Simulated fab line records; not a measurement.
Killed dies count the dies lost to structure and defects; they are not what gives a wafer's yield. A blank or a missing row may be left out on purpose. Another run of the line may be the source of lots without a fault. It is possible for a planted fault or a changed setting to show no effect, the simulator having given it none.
fab line records    flow n5Finfet
[record] lots = 5  wafers = 15  lastDay = 18
route steps=1938 shown BEOL_M11@1582 BEOL_M12@1602 PASSIVATION@1936
lots that met no fault: taken from a fault-free run of the same line
startH: start of the lot's first displayed wafer, in hours after the record's first day    waitH: time in hours since the lot's previous step    " as in the row above    L1.1+2: one row covering several wafers at once    - either no value or no given start    * or withheld: withheld    < > ~ a bound
route shown NAME@n: a module of which the file shows steps, and the number in the route of the first    usual: average and standard deviation across the fault-free wafers    same: alike in all rows    chamber/n: place in a boat    sites: the reading at each site    _std_site: standard deviation across them    _edge_site: the outer-site mean with the inner-site mean subtracted    radiusMm: how far each site lies from the wafer's centre    mask NAME#n: copy n    behind: the most recent tool/chamber to have shaped the wafer    hold: the reason the lot was held/the length of the hold in hours/how it ended    device: the n, p or np transistor that did not switch    end of line: tests run on the same wafers once the route is complete    where a step has no rows: the recipe by itself    killed: dies lost to structure and defects at the first sort, not the wafer's yield    map: per-die view of a wafer (x killed, . not killed, _ where there is no die)
set.NAME: the setting the step ran with; set.NAME@STEP: the setting that earlier step ran with    model.NAME: the simulator's own value behind a step, which no gauge read
lots at some steps of the route; a table a step, a row a wafer
services: a tool's chamber out of use, with start hour (startH, from the record's first day; less than 0 if before it), hours out, and reason
[[steps]]
[step N5_BEOL_M11_HM_STRIP_39]
[recipe] chemistry = peroxideTinStrip  material = TiN  targetDepthA = 250  tempC = 50  timeS = 158
[step N5_BEOL_M11_SRD_40]
[recipe] timeS = 30  tempC = 23  rinseLiquid = diw  dry = ipaMarangoni
[step N5_BEOL_M11_PRECLEAN_42]
[recipe] chemistry = residueRemover  timeS = 60  tempC = 40
[step N5_BEOL_M11_SRD_43]
[recipe] timeS = 30  tempC = 23  rinseLiquid = diw  dry = ipaMarangoni
[step N5_BEOL_M11_CD_MEAS_35]
[recipe] targetCdNm = 70  polarity = opening
[usual] cdNm = 70.0/0.66
lot.wafer  tool      chamber  startH  waitH  cdNm
L286.1     cdSem-03  -        262.23  0.0    70.5
L286.2     "         -        "       "      70.3
L286.5     "         -        "       "      70.2
L289.3     cdSem-01  -        281.20  0.0    69.9
L289.4     "         -        "       "      69.6
L289.6     "         -        "       "      70.4
L290.1     cdSem-02  -        289.26  0.0    70.4
L290.2     "         -        "       "      70.4
L290.4     "         -        "       "      69.2
L291.1     cdSem-03  -        297.48  0.0    69.6
L291.3     "         -        "       "      70.3
L291.5     "         -        "       "      69.8
L302.1     cdSem-01  -        398.96  0.0    70.1
L302.5     "         -        "       "      70.1
L302.6     "         -        "       "      69.4
[step N5_BEOL_M11_CURE_72]
[recipe] tempC = 370  timeS = 120  ambient = DMADMS/He  material = SiCOH_lowk
[step N5_BEOL_M11_DEGAS_44]
[recipe] ambient = vacuum  tempC = 250  timeS = 60
[step N5_BEOL_M11_PRE_CLEAN_45]
[recipe] gas = H2/He  timeS = 30  tempC = 250
[step N5_BEOL_M11_ALD_74]
[recipe] material = TaN  targetThkA = 20  tempC = 275  aldPrecursorFamily = PDMAT  aldCoReactant = NH3  pressureTorr = 3  carrierFlowSccm = 1500  pulseTimeS = 2  purgeTimeS = 3  coReactantPurgeTimeS = 2  coReactantPulseTimeS = 3  aldCycles = 40  precursorVesselTempC = 75  precursorVesselPressureTorr = 26.25  precursorVesselCarrierSccm = 1000
[step N5_BEOL_M11_SURFACE_TREAT_76]
[recipe] gas = Ar  timeS = *  ionEnergyEv = *  ionCurrentMaCm2 = 0.5  pressureMtorr = *  arFlowSccm = 30
[usual] throttleValvePct = *
lot.wafer  tool           chamber  startH  waitH  throttleValvePct
L286.1     pvdSputter-03  -        264.81  0.2    *
L286.2     "              -        "       "      *
L286.5     "              -        "       "      *
L289.3     pvdSputter-02  -        282.69  0.2    *
L289.4     "              -        "       "      *
L289.6     "              -        "       "      *
L290.1     pvdSputter-03  -        290.59  0.4    *
L290.2     "              -        "       "      *
L290.4     "              -        "       "      *
L291.1     pvdSputter-02  -        298.76  0.4    *
L291.3     "              -        "       "      *
L291.5     "              -        "       "      *
L302.1     pvdSputter-02  -        401.82  2.0    *
L302.5     "              -        "       "      *
L302.6     "              -        "       "      *
[step N5_BEOL_M11_CVD_75]
[recipe] material = Co  targetThkA = 20  tempC = withheld  precursor = CCTBA/H2  pressureTorr = 30  timeS = 138.9
[step N5_BEOL_M11_SPUTTER_48]
[recipe] material = Cu  targetThkA = 120  tempC = -20  biasV = 60  powerW = 26000  chamberPressurePa = 0.13  timeS = 2
[step N5_BEOL_M11_ECD_50]
[recipe] material = Cu  targetThkA = 3180
lot.wafer   tool      chamber  startH  waitH
L286.1+2+5  ecdCu-01  1,0,1    265.15  0.1
L289.3+4+6  ecdCu-01  0,1,0    283.23  0.1
L290.1+2+4  ecdCu-01  1,0,0    290.91  0.1
L291.1+3+5  ecdCu-01  1,0,0    299.13  0.1
L302.1+5+6  ecdCu-02  0,0,1    402.12  0.1
[step N5_BEOL_M11_ANNEAL_51]
[recipe] tempC = 225  timeS = 90  ambient = N2
[usual] wafer_temp_C_max = 226.5/0.42
lot.wafer  tool          chamber  startH  waitH  wafer_temp_C_max
L286.1     rtpAnneal-01  0        265.26  0.1    226.4
L286.2     "             0        "       "      227.1
L286.5     "             0        "       "      226.4
L289.3     rtpAnneal-02  0        283.59  0.3    226.2
L289.4     "             0        "       "      226.8
L289.6     "             0        "       "      226.1
L290.1     rtpAnneal-01  0        291.44  0.5    226.2
L290.2     "             0        "       "      226.6
L290.4     "             0        "       "      226.6
L291.1     rtpAnneal-02  0        299.24  0.1    226.7
L291.3     "             0        "       "      226.5
L291.5     "             0        "       "      226.6
L302.1     rtpAnneal-02  0        402.23  0.1    226.3
L302.5     "             0        "       "      226.3
L302.6     "             0        "       "      225.9
[step N5_BEOL_M11_CMP_52]
[recipe] stopOn = SiCOH_lowk  tOverpolishS = 7  downForcePsi = 1  platenRpm = 50  clearingPlatenDownForcePsi = 1.5  clearingPlatenRpm = 50  postCmpClean = cuAlkaline  targetThkNm = 140  clearingPlatenPadVelocityMS = 0.99484  padVelocityMS = 0.99484
[step N5_BEOL_M11_THK_MEAS_53]
[recipe] thkMeasGauge = xrf  reads = Cu_of_BEOL_M11_ECD_50
[usual] M11_THK = 139/3.3
lot.wafer  tool          chamber  startH  waitH  M11_THK[nm]
L286.1     filmMetro-02  -        265.85  -      141
L286.2     "             -        "       "      142
L286.5     "             -        "       "      139
L289.3     filmMetro-02  -        284.10  -      137
L289.4     "             -        "       "      140
L289.6     "             -        "       "      138
L290.1     filmMetro-02  -        292.03  -      142
L290.2     "             -        "       "      142
L290.4     "             -        "       "      139
L291.1     filmMetro-01  -        299.83  -      140
L291.3     "             -        "       "      142
L291.5     "             -        "       "      145
L302.1     filmMetro-02  -        402.82  -      140
L302.5     "             -        "       "      141
L302.6     "             -        "       "      142
[step N5_BEOL_M11_PRE_CLEAN_55]
[recipe] gas = NH3  timeS = 15  tempC = withheld  rfPowerW = 300
[step N5_BEOL_M11_DEP_56]
[recipe] material = SiCN  targetThkA = 300  tempC = withheld  precursor = 3MS/NH3  pressureTorr = 3  rfW = 675  timeS = 10.5
[step N5_BEOL_M11_RS_MEAS_57]
[recipe] thkMeasGauge = four-point-probe  reads = Cu_of_BEOL_M11_ECD_50+Co_of_BEOL_M11_CVD_75+TaN_of_BEOL_M11_ALD_74
[usual] M11_RS = 0.152/0.0039
lot.wafer  tool          chamber  startH  waitH  M11_RS[ohm/sq]
L286.1     filmMetro-02  -        265.97  0.0    0.150
L286.2     "             -        "       "      0.150
L286.5     "             -        "       "      0.155
L289.3     filmMetro-01  -        284.22  0.0    0.154
L289.4     "             -        "       "      0.151
L289.6     "             -        "       "      0.152
L290.1     filmMetro-01  -        292.15  0.0    0.150
L290.2     "             -        "       "      0.149
L290.4     "             -        "       "      0.153
L291.1     filmMetro-01  -        299.96  0.0    0.151
L291.3     "             -        "       "      0.148
L291.5     "             -        "       "      0.144
L302.1     filmMetro-01  -        402.98  0.1    0.149
L302.5     "             -        "       "      0.149
L302.6     "             -        "       "      0.147
[step N5_BEOL_M12_ILD_DEP_00]
[recipe] material = SiOC  targetThkA = 6589.2  tempC = 350  precursor = DEMS/O2  pressureTorr = 5  rfW = 500  timeS = 130.7
[usual] heaterPowerW = 466/71  showerheadPlenumPTorr = 5.700/0.012  throttleValvePct = 11.9/0.49
lot.wafer  tool      chamber  startH  waitH  heaterPowerW  showerheadPlenumPTorr  throttleValvePct
L286.1     pecvd-01  1        266.04  0.0    566           5.701                  12.0
L286.2     "         2        "       "      463           5.702                  12.0
L286.5     "         0        "       "      542           5.682                  12.4
L289.3     pecvd-01  2        284.28  0.0    361           5.707                  12.0
L289.4     "         2        "       "      397           5.697                  12.1
L289.6     "         0        "       "      550           5.674                  12.4
L290.1     pecvd-03  1        292.22  0.0    526           5.697                  11.7
L290.2     "         0        "       "      406           5.707                  11.8
L290.4     "         2        "       "      384           5.715                  10.8
L291.1     pecvd-03  0        300.02  0.0    369           5.707                  11.4
L291.3     "         1        "       "      479           5.701                  11.6
L291.5     "         0        "       "      395           5.702                  11.7
L302.1     pecvd-02  2        403.04  0.0    390           5.674                  11.5
L302.5     "         2        "       "      418           5.698                  11.7
L302.6     "         1        "       "      555           5.696                  12.2
[step N5_BEOL_M12_THK_MEAS_01]
[recipe] reads = SiOC_of_BEOL_M12_ILD_DEP_00
[usual] M12_ILD_THK = 658/9.2
lot.wafer  tool          chamber  startH  waitH  M12_ILD_THK[nm]
L286.1     filmMetro-02  -        266.17  0.1    665
L286.2     "             -        "       "      661
L286.5     "             -        "       "      672
L289.3     filmMetro-01  -        284.42  0.1    644
L289.4     "             -        "       "      652
L289.6     "             -        "       "      663
L290.1     filmMetro-01  -        292.35  0.1    640
L290.2     "             -        "       "      641
L290.4     "             -        "       "      659
L291.1     filmMetro-01  -        300.15  0.1    640
L291.3     "             -        "       "      644
L291.5     "             -        "       "      653
L302.1     filmMetro-01  -        403.17  0.1    658
L302.5     "             -        "       "      668
L302.6     "             -        "       "      663
[step N5_BEOL_M12_COAT_58]
[recipe] resist = BARC  tempC = 205  timeS = 60  spinRpm = 1500  resistThkNm = 89
[step N5_BEOL_M12_COAT_04]
[recipe] spinRpm = 1625  resistThkNm = 400
[step N5_BEOL_M12_EBR_06]
[recipe] solvent = PGMEA  ebrWidthMm = 1.5
[step N5_BEOL_M12_SOFTBAKE_05]
[recipe] tempC = 130  timeS = 60
[step N5_BEOL_M12_EXPOSE_07]
[recipe] maskId = V11  na = 0.93  sourceShape = conventional  sigmaOuter = 0.6  polarization = unpolarized  attpsmPhaseDeg = 180  doseMj = 32.5
[step N5_BEOL_M12_PEB_08]
[recipe] pebTempC = 130  pebTimeS = 90
[step N5_BEOL_M12_DEVELOP_09]
[recipe] developTimeS = 45  rinseLiquid = diw  dry = airSpin  devTempC = 21
[step N5_BEOL_M12_HARDBAKE_14]
[recipe] tempC = 130  timeS = 120
[step N5_BEOL_M12_CD_MEAS_10]
[recipe] targetCdNm = 140  landingEnergyEv = 500  detector = seInlens  polarity = opening
[usual] cdNm = 140.4/2
lot.wafer  tool      chamber  startH  waitH  cdNm
L286.1     cdSem-03  0        266.59  -      140.5
L286.2     "         0        "       "      140.4
L286.5     "         0        "       "      139.6
L289.3     cdSem-01  0        284.72  -      137.4
L289.4     "         0        "       "      139.1
L289.6     "         0        "       "      139.9
L290.1     cdSem-03  0        292.78  -      145.9
L290.2     "         0        "       "      141.2
L290.4     "         0        "       "      140.7
L291.1     cdSem-02  0        300.46  -      137.9
L291.3     "         0        "       "      140.0
L291.5     "         0        "       "      141.8
L302.1     cdSem-03  0        403.60  -      137.7
L302.5     "         0        "       "      140.4
L302.6     "         0        "       "      140.5
[step N5_BEOL_M12_OVL_MEAS_11]
[recipe] pointsPerWafer = 44
[usual] V11_OVL = 2/5.5
lot.wafer  tool        chamber  startH  waitH  V11_OVL[nm]
L286.1     overlay-02  0        266.62  0.0    8
L286.2     "           0        "       "      8
L286.5     "           0        "       "      6
L289.3     overlay-02  0        284.75  0.0    2
L289.4     "           0        "       "      4
L289.6     "           0        "       "      3
L290.1     overlay-01  0        292.81  0.0    -1
L290.2     "           0        "       "      1
L290.4     "           0        "       "      -2
L291.1     overlay-02  0        300.49  0.0    -5
L291.3     "           0        "       "      -1
L291.5     "           0        "       "      1
L302.1     overlay-02  0        403.63  0.0    6
L302.5     "           0        "       "      7
L302.6     "           0        "       "      6
[step N5_BEOL_M12_DESCUM_15]
[recipe] chemistry = O2  timeS = 7.9  sourcePowerW = 50  biasPowerW = 20  pressureMtorr = 20  rfFrequencyHz = 2.712e+07  tempC = 40  o2FlowSccm = 225
[step N5_BEOL_M12_ETCH_59]
[recipe] chemistry = N2/H2  target = BARC  targetDepthA = 890  overetchA = 267  timeS = 67.9  ionEnergyEv = 200  pressureMtorr = 30  sourceW = 840  biasW = 150  n2FlowSccm = 200  h2FlowSccm = 200
[step N5_BEOL_M12_VIA_ETCH_16]
[recipe] chemistry = C4F8/O2/Ar  target = SiOC  pressureMtorr = 30  sourceW = 3000  biasW = 700  Ar_flow_sccm = 400  C4F8_flow_sccm = 15  O2_flow_sccm = 8  heInnerTorr = 15  heOuterTorr = 30  targetDepthA = 7248  timeS = withheld  ionEnergyEv = 250  ends = cleared
[usual] drypumpMotorCurrentA = 5.6/0.46  oesProductAu = 0.71/0.07  rfVppV = 666/3.3  showerheadPlenumPTorr = 3.42/0.11  throttleValvePct = 24.17/0.28
lot.wafer  tool        chamber  startH  waitH  drypumpMotorCurrentA  oesProductAu  rfVppV  showerheadPlenumPTorr  throttleValvePct
L286.1     rieDiel-04  3        266.77  0.0    5.8                   0.67          660     3.27                   24.40
L286.2     "           1        "       "      5.9                   0.64          669     3.50                   23.90
L286.5     "           2        "       "      5.8                   0.70          667     3.45                   24.38
L289.3     rieDiel-04  2        284.89  0.0    5.8                   0.70          664     3.44                   24.42
L289.4     "           1        "       "      6.0                   0.63          668     3.50                   23.92
L289.6     "           2        "       "      5.8                   0.70          667     3.44                   24.41
L290.1     rieDiel-05  0        292.95  0.0    6.4                   0.64          662     3.26                   24.23
L290.2     "           2        "       "      5.2                   0.78          672     3.58                   23.73
L290.4     "           3        "       "      5.5                   0.83          667     3.46                   24.03
L291.1     rieDiel-05  3        300.86  0.0    5.6                   0.83          667     3.46                   24.04
L291.3     "           0        "       "      6.5                   0.64          660     3.26                   24.24
L291.5     "           3        "       "      5.6                   0.82          667     3.46                   24.04
L302.1     rieDiel-04  3        403.77  0.0    5.8                   0.64          659     3.24                   24.47
L302.5     "           2        "       "      5.8                   0.66          666     3.42                   24.45
L302.6     "           1        "       "      5.9                   0.61          668     3.48                   23.95
[step N5_BEOL_M12_STRIP_63]
[recipe] chemistry = N2/H2  powerW = 1000  tempC = 250  h2Frac = 0.65  overashFraction = 0.3  pressureMtorr = 1000  n2FlowSccm = 1750  h2FlowSccm = 3250
[step N5_BEOL_M12_STRIP_64]
[recipe] chemistry = N2/H2  powerW = 1000  tempC = 250  h2Frac = 0.65  overashFraction = 0.3  pressureMtorr = withheld  n2FlowSccm = 1750  h2FlowSccm = 3250
[usual] drypumpMotorCurrentA = 6.19/0.22  heaterPowerW = 353/32  oesProductAu = 0.715/0.0045  stripTimeToEndpointS = 31.33/0.077
lot.wafer  tool            chamber  startH  waitH  drypumpMotorCurrentA  heaterPowerW  oesProductAu  rfHoursCounterH  stripTimeToEndpointS
L286.1     plasmaAsher-01  0        267.04  0.0    6.12                  363           0.710         72               31.26
L286.2     "               1        "       "      6.11                  354           0.715         72               31.22
L286.5     "               0        "       "      6.12                  360           0.711         -                31.34
L289.3     plasmaAsher-02  0        285.17  0.0    5.99                  305           0.717         -                31.35
L289.4     "               1        "       "      6.53                  386           0.711         -                31.24
L289.6     "               0        "       "      5.99                  304           0.709         -                31.21
L290.1     plasmaAsher-02  0        293.21  0.0    5.97                  308           0.714         139              31.39
L290.2     "               1        "       "      6.53                  391           0.706         139              31.41
L290.4     "               0        "       "      5.97                  310           0.717         -                31.36
L291.1     plasmaAsher-02  0        301.12  0.0    5.98                  306           0.725         141              31.43
L291.3     "               1        "       "      6.55                  383           0.718         -                31.36
L291.5     "               0        "       "      5.98                  302           0.716         -                31.30
L302.1     plasmaAsher-01  1        404.03  0.0    6.13                  362           0.714         97               31.30
L302.5     "               1        "       "      6.14                  355           0.711         -                31.49
L302.6     "               0        "       "      6.12                  354           0.709         -                31.33
[step N5_BEOL_M12_STRIP_71]
[recipe] chemistry = postEtchResidueRemover  timeS = 60  tempC = 25  removerPh = withheld  removerWaterWtPct = withheld  removerFluorideWtPct = withheld
[step N5_BEOL_M12_SRD_72]
[recipe] timeS = 30  tempC = 23  rinseLiquid = diw  dry = n2Spin  spinRpm = 1500  dryTimeS = 30
[step N5_BEOL_M12_CD_MEAS_17]
[recipe] targetCdNm = 140  polarity = opening
[usual] cdNm = 140.7/2.2
lot.wafer  tool      chamber  startH  waitH  cdNm
L286.1     cdSem-02  -        267.18  0.0    141.7
L286.2     "         -        "       "      139.8
L286.5     "         -        "       "      139.5
L289.3     cdSem-01  -        285.31  0.0    137.4
L289.4     "         -        "       "      139.3
L289.6     "         -        "       "      140.2
L290.1     cdSem-01  -        293.36  0.0    145.2
L290.2     "         -        "       "      140.4
L290.4     "         -        "       "      141.7
L291.1     cdSem-03  -        301.27  0.0    138.7
L291.3     "         -        "       "      140.1
L291.5     "         -        "       "      142.6
L302.1     cdSem-03  -        404.18  0.0    138.7
L302.5     "         -        "       "      140.7
L302.6     "         -        "       "      139.7
[step N5_BEOL_M12_COAT_65]
[recipe] resist = SOC  tempC = 250  timeS = 60  spinRpm = 1500  resistThkNm = 300
[step N5_PASSIVATION_PROBE_49]
[usual] defectLimitedYield = 91.0/1.6  killed_at_M0_to_M3 = 35/11  killed_at_M4_up = 14/5.3  killedAtContacts = 13/6.7  killedAtFrontEnd = 41/12  killedAtOther = 3.9/2.7  killedDies = 106/19  killedOnRim = 14/4  killedOpen = 70/14  killedShort = 35/8.8  sort_bin_5_function = 5.3/1  sort_bin_6_memory = 3.3/0.81  sortNPass = 1073/19  sortYieldPct = 91.0/1.6
[same] grossDies = 1180  killedAtBackSide = 0  sort_bin_4_leakage[%] = 0  sort_bin_8_speed[%] = 0
lot.wafer  tool       chamber  startH  waitH  defectLimitedYield[%]  killed_at_M0_to_M3  killed_at_M4_up  killedAtContacts  killedAtFrontEnd  killedAtOther  killedDies  killedOnRim  killedOpen  killedShort  sort_bin_5_function[%]  sort_bin_6_memory[%]  sortNPass  sortYieldPct[%]
L289.6     prober-02  -        326.08  0.3    90.3                   26                  11               10                64                3              114         11           72          39           6.0                     3.1                   1066       90.3
L290.1     prober-01  -        335.31  0.0    92.5                   26                  17               3                 38                4              88          12           67          20           4.2                     3.2                   1092       92.5
L290.2     prober-01  -        335.36  0.1    91.4                   35                  18               5                 39                5              102         12           68          34           5.1                     3.2                   1078       91.4
L290.4     prober-01  -        335.46  0.2    89.5                   38                  16               21                45                4              124         16           75          48           5.6                     4.5                   1056       89.5
L291.1     prober-01  -        339.96  0.0    59.2                   31                  418              0                 28                4              481         61           52          22           26.0                    12.9                  699        59.2
L291.3     prober-01  -        340.06  0.1    55.8                   49                  430              5                 35                3              522         73           69          31           27.5                    14.0                  658        55.8
L291.5     prober-01  -        340.16  0.2    60.9                   16                  423              5                 16                1              461         58           33          14           24.1                    13.2                  719        60.9
// killed by level:class
L289.6 FIN_SAQP:geometricParticle:open=16 STI_FIN_REVEAL:geometricParticle:open=11 FIN_SAQP:geometricParticle:short=8 GATE_CUT:geometricParticle:short=8 MOL_CONTACT_COAG:geometricParticle:open=7 BEOL_M1:geometricParticle:open=7 GATE_CUT:geometricParticle:open=5 ILD0:geometricParticle:open=4
L290.1 STI_FIN_REVEAL:geometricParticle:open=14 BEOL_M4:geometricParticle:open=10 FIN_SAQP:geometricParticle:open=8 BEOL_M3:geometricParticle:open=8 BEOL_M1:geometricParticle:open=7 FIN_SAQP:geometricParticle:short=4 MOL_CONTACT_COAG:geometricParticle:open=3 BEOL_M0_SAQP:geometricParticle:open=3
L290.2 BEOL_M4:geometricParticle:open=12 BEOL_M0_SAQP:geometricParticle:open=11 FIN_SAQP:geometricParticle:short=10 BEOL_M0_SAQP:geometricParticle:short=10 FIN_SAQP:geometricParticle:open=9 BEOL_M0:geometricParticle:open=6 STI_FIN_REVEAL:geometricParticle:open=5 DUMMY_GATE:geometricParticle:open=5
L290.4 STI_FIN_REVEAL:geometricParticle:open=16 MOL_CONTACT_COAG:geometricParticle:open=14 BEOL_M0_SAQP:geometricParticle:short=14 FIN_SAQP:geometricParticle:short=9 MOL_CONTACT_COAG:geometricParticle:short=7 DUMMY_GATE:geometricParticle:open=6 BEOL_M0_SAQP:geometricParticle:open=6 BEOL_M4:geometricParticle:open=6
L291.1 BEOL_M11:unspecified=405 FIN_SAQP:geometricParticle:open=13 BEOL_M0_SAQP:geometricParticle:short=8 BEOL_M0_SAQP:geometricParticle:open=7 BEOL_M3:geometricParticle:open=7 BEOL_M2:geometricParticle:open=5 BEOL_M4:geometricParticle:open=5 GATE_CUT:geometricParticle:short=4
L291.3 BEOL_M11:unspecified=421 FIN_SAQP:geometricParticle:open=18 BEOL_M0_SAQP:geometricParticle:short=15 BEOL_M0_SAQP:geometricParticle:open=14 BEOL_M1:geometricParticle:open=6 BEOL_M3:geometricParticle:open=5 MOL_CONTACT_COAG:geometricParticle:open=4 FIN_SAQP:geometricParticle:short=3
L291.5 BEOL_M11:unspecified=413 BEOL_M2:geometricParticle:open=5 MOL_CONTACT_COAG:geometricParticle:open=4 BEOL_M3:geometricParticle:open=4 BEOL_M4:geometricParticle:open=4 FIN_SAQP:geometricParticle:short=3 GATE_CUT:geometricParticle:short=3 BEOL_M0_SAQP:geometricParticle:open=3
// map L291.3 (x killed, . not)
_________________.xx.....xx..________________
______________xx.xxx....x.x....x_____________
___________xx.xxxxx..x........x.x..__________
__________xx..x..x.xxx..x.x.......x._________
________xxx.....xx..x.xxx.xxxx.x.....x_______
_______....xxx....xx.xxx.xx..xx..x..x..______
______xx..x.xx.....x..x...x......x.x.x.x_____
_____........x..xx..xxxxx..x.x......x..x.____
____x....x..x.x........xxx.xx...x......x.x___
___x..xxxx..xx.xxxxx.xxx....x..xxxxx.x...xx__
___xxxxx....xxxxxx.x.xx....x..x....x..x....__
__..x..x.xx.x..xx.....x......x.xxxx..xxxxx.x_
__x.x.x.xx......x.xxx..xx...x...xxxxx..x.xx._
_x.x..x......xxx....xxx.xx.xx.xx.x.xx....x.xx
_xx......x.xxxx..x......x..xxx..x..x.......xx
_..x.xxxxx..xx...x.x.xxx.....x.x..........x.x
_..xx.x..x...x.xxx.....x..x.xxxxx..xxx..xx...
_...x..x....x..xx.x..xxx.xx.....xx......x.x..
_x.xx.xxx.x......xx.xxx.xx.x.x.....x..xx.x.xx
_xx..x.xxxx.x..x.xx..xx.x.x.xx.xxx..xxx.....x
_x.x.x...xx.xx.......x.x....x.x..xx..x...x..x
__x..x....xxxxx.xxx.xxx.x..xxx.x.....xxx.x.._
__.x.x.x.xxxx.xxxxx.x..xx..xxx......xx...x.._
___.x.xx.xx.xxx.x..x..xx.xxx.xx..x.xxx.....__
___xx.x..x.x..xx.xx....x...xxxx.xx.x...xx.x__
____xx.xx..x..x...xxxxx...x..x.xxxx..x.x.x___
_____x...xx..xx..xx.x..x.x....xx.x.x.x..x____
______x....xx.xxx.x..xx.xxxx........xxxx_____
_______..x.x....xx..x.x.x.xxx..x...xx.x______
________xxxx...xx.xx.x.x.x.x..x.x....._______
__________..x.xx....x..x....xxx...xx_________
___________.xx.......x.x.x.xx....x.__________
______________x...........xx.x.._____________
_________________.x..xx..x.xx________________
// map L289.3 (x killed, . not)
_________________....x.x.x...________________
______________...........xx....._____________
___________x......xx........x....x.__________
__________...........x.............._________
________.............................._______
_______.....................x..........______
______.xxx..x........x.x................_____
_____x...x......x...x....x...............____
____...............x..........x.xx.x......___
___...x...............x...x........x...xx..__
___................xx..............x......x__
__.........x.......................xx......._
__..x.........................x............._
_..........x................x.xx.x...x.......
_.x.................x........x..............x
_.......x....x.......x..x............x.x.....
_..x..........x............................x.
_........x......x..............x.....x.x..x..
_..........xx..............................x.
_.....................................x...x..
_x................x...........x..............
__.......x..x..x............x..x...........x_
__.....x..x..........xx........xx....xx....._
___.....x......x...xx..x.x........x........__
___....x......x....x........x..............__
____x....x......x......................xx.___
_____.....x............x..............x..____
______.........x........................_____
_______...x..x...x....x..x.x....x....x.______
________......x.x..............x......_______
__________...................x......_________
___________.........x............x.__________
______________.....x............_____________
_________________............________________
[[services]]
tool            chamber  startH  hours  kind
rieDiel-04      -        246.59  4.3    pm
pecvd-02        -        264.28  5.5    pm
plasmaAsher-02  -        268.40  0.4    repair
rieDiel-04      3        270.27  1.4    repair
rieDiel-05      1        276.52  6.8    repair
pvdSputter-03   -        294.50  0.8    repair
rieDiel-05      2        314.84  9.9    repair
ecdCu-01        -        323.62  1.7    repair
pecvd-03        -        324.74  0.7    repair
rieDiel-04      -        349.59  0.2    repair
plasmaAsher-01  -        350.58  0.3    repair
rieDiel-04      1        363.68  6.5    repair
pecvd-02        1        369.50  7.5    repair
pecvd-01        2        372.71  5.5    scheduledDown
pvdSputter-03   -        376.74  2.5    repair
rieDiel-05      3        386.33  11.0   repair
pecvd-01        -        391.84  0.6    repair
[[key]]
[firstSign] step = N5_PASSIVATION_PROBE_49  reading = killed_at_M4_up  direction = up  sigmas = 78  usual = 14  struck = 424
[effect] step = N5_PASSIVATION_PROBE_49  reading = defectLimitedYield  direction = down  sigmas = 20  usual = 91.0  struck = 58.6
[moreKillsBornAt] N5_BEOL_M11_ECD_50@ecdCu-01 = 1239
metAt N5_BEOL_M11_ECD_50
struckWafers L291.1,L291.3,L291.5
onsetBetween 290.91 299.13
alsoFits N5_BEOL_M12_ILD_DEP_00:pecvd-03,N5_BEOL_M12_VIA_ETCH_16:rieDiel-05,N5_BEOL_M12_STRIP_64:plasmaAsher-02
[fault] kind = chamberParticleSource  tool = ecdCu-01  chamber = -  onsetH = 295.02  steps = N5_BEOL_M11_ECD_50  ratePerVisitCm2 = 0.83325
